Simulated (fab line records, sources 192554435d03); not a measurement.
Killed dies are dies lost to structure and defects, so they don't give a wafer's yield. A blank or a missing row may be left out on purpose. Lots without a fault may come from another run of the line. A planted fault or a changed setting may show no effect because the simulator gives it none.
A sampling plan put to the test | flow n5_finfet | one fab line, 72 faults that these records tell of, each judged on the records of the lots that it struck
The plan is the line's own looks: the steps of the route at which a gauge or an inspection reads the wafer and doesn't change it. A look can be judged if struck wafers have a number there and the file gives its usual mean and standard deviation on fault-free wafers. Caught: at a look after the fault's first step, the mean of the struck wafers lies 4 or more of those standard deviations (sigma) from the usual mean. On the tool: the same test on the tool's own readings at the fault's steps. Another recipe on the struck wafers, or a record that is blank for them alone, also counts as caught.

THE FAULTS, as the simulator had put them in
1. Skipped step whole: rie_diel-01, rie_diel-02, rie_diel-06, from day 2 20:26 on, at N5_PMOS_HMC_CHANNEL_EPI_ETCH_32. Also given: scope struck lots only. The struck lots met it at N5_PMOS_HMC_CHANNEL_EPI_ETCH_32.
2. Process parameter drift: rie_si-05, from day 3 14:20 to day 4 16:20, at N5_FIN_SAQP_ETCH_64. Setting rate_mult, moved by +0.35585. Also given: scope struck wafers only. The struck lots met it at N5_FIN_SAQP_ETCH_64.
3. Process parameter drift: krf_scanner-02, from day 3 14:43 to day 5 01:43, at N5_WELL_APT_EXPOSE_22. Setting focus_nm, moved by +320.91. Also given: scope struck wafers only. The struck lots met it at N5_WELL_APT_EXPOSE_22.
4. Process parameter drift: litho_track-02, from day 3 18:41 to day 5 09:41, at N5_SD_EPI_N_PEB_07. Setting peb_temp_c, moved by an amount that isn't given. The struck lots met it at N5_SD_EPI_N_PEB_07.
5. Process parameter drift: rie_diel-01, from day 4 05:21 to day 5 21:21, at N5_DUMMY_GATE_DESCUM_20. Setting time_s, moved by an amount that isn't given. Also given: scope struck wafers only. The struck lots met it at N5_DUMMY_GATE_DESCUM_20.
6. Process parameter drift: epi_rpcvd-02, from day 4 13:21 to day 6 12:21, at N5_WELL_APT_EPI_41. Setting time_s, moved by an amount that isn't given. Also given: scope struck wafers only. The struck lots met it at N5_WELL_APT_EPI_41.
7. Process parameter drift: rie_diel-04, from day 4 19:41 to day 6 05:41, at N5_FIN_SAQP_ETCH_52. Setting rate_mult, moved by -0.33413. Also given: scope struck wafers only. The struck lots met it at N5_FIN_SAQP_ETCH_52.
8. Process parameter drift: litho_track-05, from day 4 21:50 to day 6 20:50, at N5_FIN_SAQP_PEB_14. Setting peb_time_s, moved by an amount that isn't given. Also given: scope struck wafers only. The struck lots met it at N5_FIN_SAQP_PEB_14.
9. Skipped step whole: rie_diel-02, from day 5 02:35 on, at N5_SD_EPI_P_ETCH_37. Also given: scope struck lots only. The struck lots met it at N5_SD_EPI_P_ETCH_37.
10. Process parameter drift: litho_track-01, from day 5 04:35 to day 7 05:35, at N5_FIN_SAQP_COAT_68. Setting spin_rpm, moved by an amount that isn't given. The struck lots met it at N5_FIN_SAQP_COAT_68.
11. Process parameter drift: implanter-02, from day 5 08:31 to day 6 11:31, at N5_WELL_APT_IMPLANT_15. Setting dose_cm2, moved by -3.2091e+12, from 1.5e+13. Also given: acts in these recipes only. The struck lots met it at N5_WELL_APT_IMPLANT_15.
12. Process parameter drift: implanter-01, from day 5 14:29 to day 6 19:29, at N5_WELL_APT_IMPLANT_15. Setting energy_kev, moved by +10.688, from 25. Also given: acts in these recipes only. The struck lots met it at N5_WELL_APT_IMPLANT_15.
13. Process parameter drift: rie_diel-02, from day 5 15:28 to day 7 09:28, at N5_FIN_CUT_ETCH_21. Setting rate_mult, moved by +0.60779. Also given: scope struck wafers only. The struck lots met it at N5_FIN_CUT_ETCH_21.
14. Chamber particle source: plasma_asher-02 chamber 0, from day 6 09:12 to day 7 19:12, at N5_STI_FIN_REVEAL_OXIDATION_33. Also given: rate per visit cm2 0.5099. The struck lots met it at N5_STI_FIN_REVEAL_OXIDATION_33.
15. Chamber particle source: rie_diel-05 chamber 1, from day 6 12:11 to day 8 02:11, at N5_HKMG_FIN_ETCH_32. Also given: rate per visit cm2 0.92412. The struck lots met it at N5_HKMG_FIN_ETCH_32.
16. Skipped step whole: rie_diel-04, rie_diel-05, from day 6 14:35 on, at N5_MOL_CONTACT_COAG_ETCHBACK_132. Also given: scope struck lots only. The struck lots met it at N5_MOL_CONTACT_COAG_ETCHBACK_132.
17. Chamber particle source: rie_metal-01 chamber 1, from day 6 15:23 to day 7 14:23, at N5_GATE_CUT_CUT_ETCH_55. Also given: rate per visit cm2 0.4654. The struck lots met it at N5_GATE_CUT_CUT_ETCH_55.
18. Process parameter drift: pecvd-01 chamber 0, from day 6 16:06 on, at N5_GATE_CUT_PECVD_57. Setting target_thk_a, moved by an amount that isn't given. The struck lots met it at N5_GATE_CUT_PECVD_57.
19. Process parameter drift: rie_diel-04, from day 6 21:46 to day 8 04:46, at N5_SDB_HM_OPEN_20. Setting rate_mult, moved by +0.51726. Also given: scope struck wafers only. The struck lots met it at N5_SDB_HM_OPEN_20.
20. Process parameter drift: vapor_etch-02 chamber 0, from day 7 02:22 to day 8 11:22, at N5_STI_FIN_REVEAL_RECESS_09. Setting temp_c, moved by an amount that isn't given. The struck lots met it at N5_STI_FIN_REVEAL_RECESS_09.
21. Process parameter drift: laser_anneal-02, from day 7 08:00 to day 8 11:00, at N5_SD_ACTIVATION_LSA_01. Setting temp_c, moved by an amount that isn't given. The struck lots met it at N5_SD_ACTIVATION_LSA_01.
22. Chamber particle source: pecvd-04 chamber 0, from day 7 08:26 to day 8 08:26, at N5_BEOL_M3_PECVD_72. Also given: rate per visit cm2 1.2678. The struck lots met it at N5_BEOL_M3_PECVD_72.
23. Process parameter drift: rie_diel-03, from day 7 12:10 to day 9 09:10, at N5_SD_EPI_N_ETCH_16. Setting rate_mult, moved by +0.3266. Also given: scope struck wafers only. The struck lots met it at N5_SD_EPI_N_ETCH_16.
24. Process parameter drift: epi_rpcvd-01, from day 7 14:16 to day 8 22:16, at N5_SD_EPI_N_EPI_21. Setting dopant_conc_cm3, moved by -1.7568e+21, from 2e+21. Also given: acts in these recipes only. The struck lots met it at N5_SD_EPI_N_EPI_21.
25. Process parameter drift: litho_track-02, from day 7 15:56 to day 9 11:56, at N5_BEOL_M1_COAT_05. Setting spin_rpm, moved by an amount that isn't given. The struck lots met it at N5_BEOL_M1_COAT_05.
26. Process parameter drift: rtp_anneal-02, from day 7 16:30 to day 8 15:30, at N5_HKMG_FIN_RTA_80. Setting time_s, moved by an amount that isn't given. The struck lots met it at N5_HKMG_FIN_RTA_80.
27. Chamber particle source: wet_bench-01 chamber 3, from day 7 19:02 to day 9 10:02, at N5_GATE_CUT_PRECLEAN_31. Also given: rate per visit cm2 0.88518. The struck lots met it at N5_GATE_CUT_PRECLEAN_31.
28. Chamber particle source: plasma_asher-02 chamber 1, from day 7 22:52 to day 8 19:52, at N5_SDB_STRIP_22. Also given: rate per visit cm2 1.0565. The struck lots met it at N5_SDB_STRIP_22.
29. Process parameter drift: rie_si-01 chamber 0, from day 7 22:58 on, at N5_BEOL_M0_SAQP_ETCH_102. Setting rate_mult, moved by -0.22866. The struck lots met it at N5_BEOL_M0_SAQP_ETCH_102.
30. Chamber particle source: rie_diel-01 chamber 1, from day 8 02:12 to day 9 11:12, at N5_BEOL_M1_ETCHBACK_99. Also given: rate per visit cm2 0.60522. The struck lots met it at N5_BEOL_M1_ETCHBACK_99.
31. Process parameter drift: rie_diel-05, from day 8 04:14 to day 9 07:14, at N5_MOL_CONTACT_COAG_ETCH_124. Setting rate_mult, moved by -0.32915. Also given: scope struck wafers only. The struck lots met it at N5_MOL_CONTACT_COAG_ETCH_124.
32. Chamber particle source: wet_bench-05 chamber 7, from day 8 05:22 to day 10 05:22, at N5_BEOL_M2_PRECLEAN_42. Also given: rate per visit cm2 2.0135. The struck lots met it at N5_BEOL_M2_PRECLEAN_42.
33. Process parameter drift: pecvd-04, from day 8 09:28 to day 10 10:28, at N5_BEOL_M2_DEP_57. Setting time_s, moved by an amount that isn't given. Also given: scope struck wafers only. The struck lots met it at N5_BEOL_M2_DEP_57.
34. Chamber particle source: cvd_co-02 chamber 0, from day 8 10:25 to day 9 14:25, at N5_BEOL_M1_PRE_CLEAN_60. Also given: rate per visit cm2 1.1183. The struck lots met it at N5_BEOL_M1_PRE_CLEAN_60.
35. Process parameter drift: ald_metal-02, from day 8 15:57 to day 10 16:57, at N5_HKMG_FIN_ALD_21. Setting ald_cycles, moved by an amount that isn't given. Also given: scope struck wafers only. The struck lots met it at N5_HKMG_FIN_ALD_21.
36. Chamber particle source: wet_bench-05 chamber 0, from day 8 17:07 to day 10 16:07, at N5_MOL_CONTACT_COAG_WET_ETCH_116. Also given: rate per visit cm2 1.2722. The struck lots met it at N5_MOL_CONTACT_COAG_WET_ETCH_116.
37. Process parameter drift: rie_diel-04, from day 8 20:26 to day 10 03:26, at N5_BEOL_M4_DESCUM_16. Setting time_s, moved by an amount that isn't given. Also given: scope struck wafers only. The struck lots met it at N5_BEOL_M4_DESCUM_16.
38. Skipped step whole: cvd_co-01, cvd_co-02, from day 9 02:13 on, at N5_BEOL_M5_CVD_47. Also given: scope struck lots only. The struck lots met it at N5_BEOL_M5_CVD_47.
39. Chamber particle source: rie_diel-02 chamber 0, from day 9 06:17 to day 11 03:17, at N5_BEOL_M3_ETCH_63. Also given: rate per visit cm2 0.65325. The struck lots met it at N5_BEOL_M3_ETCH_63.
40. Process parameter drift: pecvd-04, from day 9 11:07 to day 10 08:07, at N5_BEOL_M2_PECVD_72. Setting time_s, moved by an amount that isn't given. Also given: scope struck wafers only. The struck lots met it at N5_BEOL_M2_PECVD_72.
41. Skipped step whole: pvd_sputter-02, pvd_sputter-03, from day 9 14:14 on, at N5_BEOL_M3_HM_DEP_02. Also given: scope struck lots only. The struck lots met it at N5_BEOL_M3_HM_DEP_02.
42. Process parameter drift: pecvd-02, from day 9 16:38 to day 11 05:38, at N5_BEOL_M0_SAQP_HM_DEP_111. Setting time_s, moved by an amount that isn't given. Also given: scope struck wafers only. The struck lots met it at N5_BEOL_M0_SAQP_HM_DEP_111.
43. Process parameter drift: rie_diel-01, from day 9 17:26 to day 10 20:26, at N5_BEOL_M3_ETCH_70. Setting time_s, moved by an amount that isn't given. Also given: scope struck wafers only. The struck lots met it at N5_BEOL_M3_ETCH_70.
44. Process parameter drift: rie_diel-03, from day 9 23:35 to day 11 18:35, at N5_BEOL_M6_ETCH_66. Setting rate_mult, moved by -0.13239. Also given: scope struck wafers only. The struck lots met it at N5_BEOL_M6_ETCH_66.
45. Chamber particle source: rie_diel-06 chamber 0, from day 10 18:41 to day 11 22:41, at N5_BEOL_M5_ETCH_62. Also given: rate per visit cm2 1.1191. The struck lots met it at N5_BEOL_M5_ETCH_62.
46. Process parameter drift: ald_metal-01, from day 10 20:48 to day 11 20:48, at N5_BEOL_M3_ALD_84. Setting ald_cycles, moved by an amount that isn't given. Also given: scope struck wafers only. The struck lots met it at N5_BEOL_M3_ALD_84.
47. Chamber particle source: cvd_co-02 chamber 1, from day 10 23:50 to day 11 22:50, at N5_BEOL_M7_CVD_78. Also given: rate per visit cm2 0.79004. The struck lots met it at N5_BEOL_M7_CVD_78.
48. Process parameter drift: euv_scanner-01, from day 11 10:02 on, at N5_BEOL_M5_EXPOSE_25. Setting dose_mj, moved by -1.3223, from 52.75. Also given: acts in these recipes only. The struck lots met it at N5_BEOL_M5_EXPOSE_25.
49. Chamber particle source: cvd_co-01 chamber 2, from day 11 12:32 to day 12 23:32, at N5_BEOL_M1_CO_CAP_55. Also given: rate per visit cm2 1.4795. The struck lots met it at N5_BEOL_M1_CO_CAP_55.
50. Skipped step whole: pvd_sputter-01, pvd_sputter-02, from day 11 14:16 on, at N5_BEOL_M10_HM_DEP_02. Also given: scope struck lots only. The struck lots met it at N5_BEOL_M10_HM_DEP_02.
51. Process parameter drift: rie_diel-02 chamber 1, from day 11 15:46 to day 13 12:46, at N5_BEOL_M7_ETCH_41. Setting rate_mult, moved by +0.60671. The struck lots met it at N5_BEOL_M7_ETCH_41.
52. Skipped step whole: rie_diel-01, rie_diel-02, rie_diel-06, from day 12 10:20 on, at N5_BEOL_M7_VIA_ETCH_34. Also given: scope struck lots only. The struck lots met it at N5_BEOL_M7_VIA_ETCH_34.
53. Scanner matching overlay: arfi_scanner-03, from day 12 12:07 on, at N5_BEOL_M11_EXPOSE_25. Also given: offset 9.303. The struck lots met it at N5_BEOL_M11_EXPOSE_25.
54. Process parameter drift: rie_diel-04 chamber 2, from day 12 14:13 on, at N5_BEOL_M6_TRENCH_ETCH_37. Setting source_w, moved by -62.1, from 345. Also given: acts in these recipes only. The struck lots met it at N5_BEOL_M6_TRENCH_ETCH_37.
55. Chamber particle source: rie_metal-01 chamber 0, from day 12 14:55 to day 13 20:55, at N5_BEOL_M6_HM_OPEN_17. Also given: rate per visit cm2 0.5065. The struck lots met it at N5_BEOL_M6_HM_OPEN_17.
56. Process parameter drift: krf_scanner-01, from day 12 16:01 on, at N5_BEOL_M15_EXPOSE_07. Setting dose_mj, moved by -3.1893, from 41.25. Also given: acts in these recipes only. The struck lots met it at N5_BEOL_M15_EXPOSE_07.
57. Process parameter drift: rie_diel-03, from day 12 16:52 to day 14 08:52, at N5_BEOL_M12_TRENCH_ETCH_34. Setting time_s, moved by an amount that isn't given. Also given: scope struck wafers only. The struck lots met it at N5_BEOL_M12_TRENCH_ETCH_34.
58. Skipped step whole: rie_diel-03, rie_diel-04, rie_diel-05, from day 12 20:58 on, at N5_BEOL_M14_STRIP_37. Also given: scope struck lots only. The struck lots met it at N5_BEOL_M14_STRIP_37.
59. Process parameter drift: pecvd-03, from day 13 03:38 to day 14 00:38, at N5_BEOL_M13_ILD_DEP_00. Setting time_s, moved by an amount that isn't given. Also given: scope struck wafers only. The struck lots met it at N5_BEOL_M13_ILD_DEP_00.
60. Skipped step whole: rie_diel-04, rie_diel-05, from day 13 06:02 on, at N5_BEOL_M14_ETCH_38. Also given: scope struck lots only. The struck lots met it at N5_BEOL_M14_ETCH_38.
61. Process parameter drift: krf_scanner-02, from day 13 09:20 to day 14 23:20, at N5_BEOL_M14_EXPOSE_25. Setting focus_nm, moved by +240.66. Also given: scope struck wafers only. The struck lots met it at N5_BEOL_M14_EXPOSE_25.
62. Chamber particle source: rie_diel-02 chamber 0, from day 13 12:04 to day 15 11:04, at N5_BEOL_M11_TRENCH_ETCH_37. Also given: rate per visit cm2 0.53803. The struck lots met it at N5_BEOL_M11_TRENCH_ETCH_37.
63. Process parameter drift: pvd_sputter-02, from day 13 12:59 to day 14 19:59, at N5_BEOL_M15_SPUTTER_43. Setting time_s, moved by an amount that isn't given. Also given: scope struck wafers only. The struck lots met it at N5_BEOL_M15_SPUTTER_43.
64. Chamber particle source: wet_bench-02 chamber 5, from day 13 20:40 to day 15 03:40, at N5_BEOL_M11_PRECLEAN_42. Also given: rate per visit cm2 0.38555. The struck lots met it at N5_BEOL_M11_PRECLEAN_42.
65. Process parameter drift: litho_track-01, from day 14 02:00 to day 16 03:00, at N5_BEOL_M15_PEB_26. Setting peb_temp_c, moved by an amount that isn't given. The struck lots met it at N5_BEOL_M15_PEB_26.
66. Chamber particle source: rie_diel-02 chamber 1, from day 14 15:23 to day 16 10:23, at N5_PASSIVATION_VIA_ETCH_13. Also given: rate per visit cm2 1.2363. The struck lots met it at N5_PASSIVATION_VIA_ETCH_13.
67. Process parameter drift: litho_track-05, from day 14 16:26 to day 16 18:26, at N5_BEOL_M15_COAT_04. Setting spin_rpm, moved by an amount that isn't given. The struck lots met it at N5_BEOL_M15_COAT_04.
68. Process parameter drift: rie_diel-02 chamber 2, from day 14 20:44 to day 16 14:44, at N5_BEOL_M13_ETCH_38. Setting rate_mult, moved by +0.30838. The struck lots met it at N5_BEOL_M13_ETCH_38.
69. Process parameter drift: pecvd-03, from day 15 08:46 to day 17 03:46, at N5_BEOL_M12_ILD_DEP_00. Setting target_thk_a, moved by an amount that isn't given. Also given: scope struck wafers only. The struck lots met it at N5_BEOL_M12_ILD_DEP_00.
70. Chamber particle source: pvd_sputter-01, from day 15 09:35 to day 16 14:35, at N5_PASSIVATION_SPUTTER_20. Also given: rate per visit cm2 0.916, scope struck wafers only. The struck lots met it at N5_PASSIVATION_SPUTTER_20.
71. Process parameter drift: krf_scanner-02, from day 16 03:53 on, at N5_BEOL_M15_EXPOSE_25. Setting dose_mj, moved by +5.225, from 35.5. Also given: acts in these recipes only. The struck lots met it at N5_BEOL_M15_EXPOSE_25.
72. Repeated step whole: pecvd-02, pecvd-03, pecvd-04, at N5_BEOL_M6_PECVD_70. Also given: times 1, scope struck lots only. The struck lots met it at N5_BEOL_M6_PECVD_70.

WHAT THE PLAN SAW
fault | on the tool itself                               | first look that catches it                      | reading, sigma                                             | median hours from its first step to that look | hours from the fault's start to the first struck lot there | judged looks passed uncaught
1     | the tool's record is blank for the struck wafers | no look after it can be judged                  | -                                                          | -                                             | -                                                          | 0
2     | oes_product_au +14 sigma                         | not the one look that can be judged after it    | -                                                          | -                                             | -                                                          | 1
3     | no reading that can be judged                    | N5_WELL_APT_CD_MEAS_25                          | cd_nm -12                                                  | 0.2                                           | 18                                                         | 0
4     | plate_temp_C -22 sigma                           | N5_SD_EPI_N_CD_MEAS_09                          | cd_nm -16                                                  | 0.1                                           | 6                                                          | 0
5     | under 2 sigma                                    | not the one look that can be judged after it    | -                                                          | -                                             | -                                                          | 1
6     | run_length_s +98 sigma                           | N5_BEOL_M4_RC_MEAS_101                          | IOFF_N +99 or beyond                                       | 155.3                                         | 158                                                        | 1
7     | under 2 sigma                                    | no look after it can be judged                  | -                                                          | -                                             | -                                                          | 0
8     | under 2 sigma                                    | N5_FIN_SAQP_CD_MEAS_16                          | cd_nm +5.2                                                 | 0.1                                           | 6                                                          | 0
9     | the tool's record is blank for the struck wafers | no look after it can be judged                  | -                                                          | -                                             | -                                                          | 0
10    | spin_speed_rpm +31 sigma                         | not the one look that can be judged after it    | -                                                          | -                                             | -                                                          | 1
11    | dose_ions_cm2 -99 or beyond sigma                | none of the 2 looks that can be judged after it | strongest: CJ_P at N5_BEOL_M4_RC_MEAS_101, -2.5            | -                                             | -                                                          | 2
12    | beam_energy_keV +99 or beyond sigma              | none of the 3 looks that can be judged after it | strongest: CJ_P at N5_BEOL_M4_RC_MEAS_101, -3.8            | -                                             | -                                                          | 3
13    | under 2 sigma                                    | no look after it can be judged                  | -                                                          | -                                             | -                                                          | 0
14    | under 2 sigma                                    | N5_STI_FIN_REVEAL_INSPECT_13                    | raw_defect_count +52                                       | 0.3                                           | 7                                                          | 0
15    | under 2 sigma                                    | not the one look that can be judged after it    | -                                                          | -                                             | -                                                          | 1
16    | the tool's record is blank for the struck wafers | no look after it can be judged                  | -                                                          | -                                             | -                                                          | 0
17    | under 2 sigma                                    | no look after it can be judged                  | -                                                          | -                                             | -                                                          | 0
18    | under 2 sigma                                    | not the one look that can be judged after it    | -                                                          | -                                             | -                                                          | 1
19    | under 2 sigma                                    | none of the 3 looks that can be judged after it | strongest: SDB_THK at N5_SDB_THK_MEAS_31, -2.5             | -                                             | -                                                          | 3
20    | temp_c -32 sigma                                 | N5_STI_FIN_REVEAL_FIN_H_MEAS_10                 | trench_depth_nm +5.8                                       | 2.7                                           | 12                                                         | 0
21    | wafer_temp_C_max -62 sigma                       | N5_SD_ACTIVATION_RS_MEAS_03                     | RS_SD_N +16                                                | 0.2                                           | 8                                                          | 0
22    | under 2 sigma                                    | N5_BEOL_M3_INSPECT_13                           | raw_defect_count +6.5                                      | 1.1                                           | 6                                                          | 1
23    | only faintly: oes_product_au +3.7 sigma          | not the one look that can be judged after it    | -                                                          | -                                             | -                                                          | 1
24    | under 2 sigma                                    | N5_SD_ACTIVATION_RS_MEAS_03                     | RS_SD_N +99 or beyond                                      | 8.5                                           | 12                                                         | 0
25    | spin_speed_rpm +41 sigma                         | not the one look that can be judged after it    | -                                                          | -                                             | -                                                          | 1
26    | no reading that can be judged                    | N5_BEOL_M4_RC_MEAS_101                          | VT_P_LONG -5.1                                             | 98.7                                          | 105                                                        | 2
27    | under 2 sigma                                    | no look after it can be judged                  | -                                                          | -                                             | -                                                          | 0
28    | under 2 sigma                                    | no look after it can be judged                  | -                                                          | -                                             | -                                                          | 0
29    | oes_product_au -6.7 sigma                        | not the one look that can be judged after it    | -                                                          | -                                             | -                                                          | 1
30    | under 2 sigma                                    | not the one look that can be judged after it    | -                                                          | -                                             | -                                                          | 1
31    | under 2 sigma                                    | not the one look that can be judged after it    | -                                                          | -                                             | -                                                          | 1
32    | no reading that can be judged                    | none of the 2 looks that can be judged after it | -                                                          | -                                             | -                                                          | 2
33    | under 2 sigma                                    | not the one look that can be judged after it    | -                                                          | -                                             | -                                                          | 1
34    | under 2 sigma                                    | N5_BEOL_M1_INSPECT_59                           | raw_defect_count +34                                       | 0.3                                           | 3                                                          | 0
35    | under 2 sigma                                    | not the one look that can be judged after it    | strongest: ION_P at N5_BEOL_M4_RC_MEAS_101, +2.3           | -                                             | -                                                          | 1
36    | no reading that can be judged                    | none of the 3 looks that can be judged after it | -                                                          | -                                             | -                                                          | 3
37    | under 2 sigma                                    | not the one look that can be judged after it    | -                                                          | -                                             | -                                                          | 1
38    | the tool's record is blank for the struck wafers | no look after it can be judged                  | -                                                          | -                                             | -                                                          | 0
39    | only faintly: throttle_valve_pct +2.2 sigma      | none of the 2 looks that can be judged after it | strongest: raw_defect_count at N5_BEOL_M3_INSPECT_30, +3.3 | -                                             | -                                                          | 2
40    | under 2 sigma                                    | not the one look that can be judged after it    | -                                                          | -                                             | -                                                          | 1
41    | the tool's record is blank for the struck wafers | no look after it can be judged                  | -                                                          | -                                             | -                                                          | 0
42    | under 2 sigma                                    | not the one look that can be judged after it    | -                                                          | -                                             | -                                                          | 1
43    | run_length_s -89 sigma                           | not the one look that can be judged after it    | -                                                          | -                                             | -                                                          | 1
44    | under 2 sigma                                    | no look after it can be judged                  | -                                                          | -                                             | -                                                          | 0
45    | under 2 sigma                                    | N5_BEOL_M5_INSPECT_30                           | raw_defect_count +7.5                                      | 0.9                                           | 14                                                         | 0
46    | under 2 sigma                                    | N5_BEOL_M4_RC_MEAS_101                          | CHAIN_V2 +21                                               | 15.9                                          | 11                                                         | 0
47    | under 2 sigma                                    | no look after it can be judged                  | -                                                          | -                                             | -                                                          | 0
48    | exposure_dose_mJ_cm2 -13 sigma                   | no look after it can be judged                  | -                                                          | -                                             | -                                                          | 0
49    | under 2 sigma                                    | N5_BEOL_M1_INSPECT_59                           | raw_defect_count +44                                       | 0.2                                           | 18                                                         | 0
50    | the tool's record is blank for the struck wafers | no look after it can be judged                  | -                                                          | -                                             | -                                                          | 0
51    | only faintly: oes_product_au +2.2 sigma          | no look after it can be judged                  | -                                                          | -                                             | -                                                          | 0
52    | the tool's record is blank for the struck wafers | no look after it can be judged                  | -                                                          | -                                             | -                                                          | 0
53    | no reading that can be judged                    | N5_BEOL_M11_OVL_MEAS_29                         | V10_OVL +14                                                | 0.2                                           | 4                                                          | 1
54    | rf_fwd_power_W -43 sigma                         | N5_BEOL_M6_OCD_MEAS_38                          | trench_depth_nm -4.0                                       | 0.2                                           | 15                                                         | 0
55    | under 2 sigma                                    | not the one look that can be judged after it    | -                                                          | -                                             | -                                                          | 1
56    | exposure_dose_mJ_cm2 -9.5 sigma                  | N5_BEOL_M15_CD_MEAS_10                          | cd_nm -5.3                                                 | 0.2                                           | 0                                                          | 0
57    | under 2 sigma                                    | N5_BEOL_M12_OCD_MEAS_35                         | trench_depth_nm -7.2                                       | 0.2                                           | 1                                                          | 0
58    | the tool's record is blank for the struck wafers | no look after it can be judged                  | -                                                          | -                                             | -                                                          | 0
59    | run_length_s +22 sigma                           | N5_BEOL_M13_THK_MEAS_01                         | M13_ILD_THK +5.3                                           | 0.2                                           | 12                                                         | 0
60    | the tool's record is blank for the struck wafers | no look after it can be judged                  | -                                                          | -                                             | -                                                          | 0
61    | under 2 sigma                                    | N5_BEOL_M14_CD_MEAS_28                          | cd_nm +5.1                                                 | 0.2                                           | 3                                                          | 0
62    | under 2 sigma                                    | no look after it can be judged                  | -                                                          | -                                             | -                                                          | 0
63    | under 2 sigma                                    | not the one look that can be judged after it    | -                                                          | -                                             | -                                                          | 1
64    | no reading that can be judged                    | none of the 2 looks that can be judged after it | -                                                          | -                                             | -                                                          | 2
65    | plate_temp_C +8.0 sigma                          | not the one look that can be judged after it    | strongest: cd_nm at N5_BEOL_M15_CD_MEAS_28, +3.0           | -                                             | -                                                          | 1
66    | under 2 sigma                                    | not the one look that can be judged after it    | -                                                          | -                                             | -                                                          | 1
67    | spin_speed_rpm +99 or beyond sigma               | not the one look that can be judged after it    | strongest: cd_nm at N5_BEOL_M15_CD_MEAS_10, +3.0           | -                                             | -                                                          | 1
68    | under 2 sigma                                    | no look after it can be judged                  | -                                                          | -                                             | -                                                          | 0
69    | under 2 sigma                                    | N5_BEOL_M12_THK_MEAS_01                         | M12_ILD_THK +31                                            | 0.1                                           | 38                                                         | 0
70    | under 2 sigma                                    | no look after it can be judged                  | -                                                          | -                                             | -                                                          | 0
71    | exposure_dose_mJ_cm2 +20 sigma                   | N5_BEOL_M15_CD_MEAS_28                          | cd_nm +11                                                  | 0.2                                           | 3                                                          | 0
72    | under 2 sigma                                    | no look after it can be judged                  | -                                                          | -                                             | -                                                          | 0
A dash: the fault isn't caught, or these records don't give the number.

Caught at a look: 22 of 72. Caught on the tool: 27 of 72. By one or the other: 41 of 72.
Caught on the tool alone: faults 1, 2, 9, 10, 11, 12, 16, 25, 29, 38, 41, 43, 48, 50, 52, 58, 60, 65, 67.
Caught at a look alone: faults 3, 8, 14, 22, 24, 26, 34, 45, 46, 49, 53, 57, 61, 69.
Caught by neither: faults 5, 7, 13, 15, 17, 18, 19, 23, 27, 28, 30, 31, 32, 33, 35, 36, 37, 39, 40, 42, 44, 47, 51, 55, 62, 63, 64, 66, 68, 70, 72.

THINNER SAMPLING
If the look that catches a fault measured only every second or every third lot, by lot number, the first struck lot would be measured this late in the worst case:
fault | struck lots at that look, in order of time | every lot | every second lot | every third lot
3     | L714                                       | 18 h      | may miss it      | may miss it
4     | L321, L324                                 | 6 h       | 23 h             | may miss all 2
6     | L897, L899, L901                           | 158 h     | may miss all 3   | 187 h
8     | L764, L766, L769                           | 6 h       | 36 h             | may miss all 3
14    | L875, L876                                 | 7 h       | 11 h             | may miss all 2
20    | L275, L277                                 | 12 h      | may miss all 2   | may miss all 2
21    | L550, L552                                 | 8 h       | may miss all 2   | may miss all 2
22    | L223                                       | 6 h       | may miss it      | may miss it
24    | L259, L260, L261                           | 12 h      | 23 h             | 28 h
26    | L294, L295, L297                           | 105 h     | 111 h            | may miss all 3
34    | L878, L881                                 | 3 h       | 21 h             | may miss all 2
45    | L317, L318                                 | 14 h      | 18 h             | may miss all 2
46    | L891, L892, L894                           | 11 h      | 16 h             | may miss all 3
49    | L282, L283                                 | 18 h      | 22 h             | may miss all 2
53    | L122, L124, L125                           | 4 h       | 22 h             | may miss all 3
54    | L467                                       | 15 h      | may miss it      | may miss it
56    | L628, L632, L633                           | 0 h       | 41 h             | 41 h
57    | L680, L681, L685                           | 1 h       | 20 h             | 34 h
59    | L855, L856                                 | 12 h      | 15 h             | may miss all 2
61    | L729, L732, L735                           | 3 h       | 17 h             | may miss all 3
69    | L232, L233                                 | 38 h      | 39 h             | may miss all 2
71    | L615, L614                                 | 3 h       | 8 h              | may miss all 2
Hours are from the fault's start to the first struck lot that is measured. The limit of 4 sigma was tested on all struck wafers together, so one lot alone may lie under it. Other struck lots may not be in these records.

THE LONGEST TIMED WAY FROM STEP TO LOOK
Fault 6: a median of 155.3 hours passes between N5_WELL_APT_EPI_41 and N5_BEOL_M4_RC_MEAS_101. The look between them that can be judged stayed within 4 sigma: N5_FIN_SAQP_THK_MEAS_05.
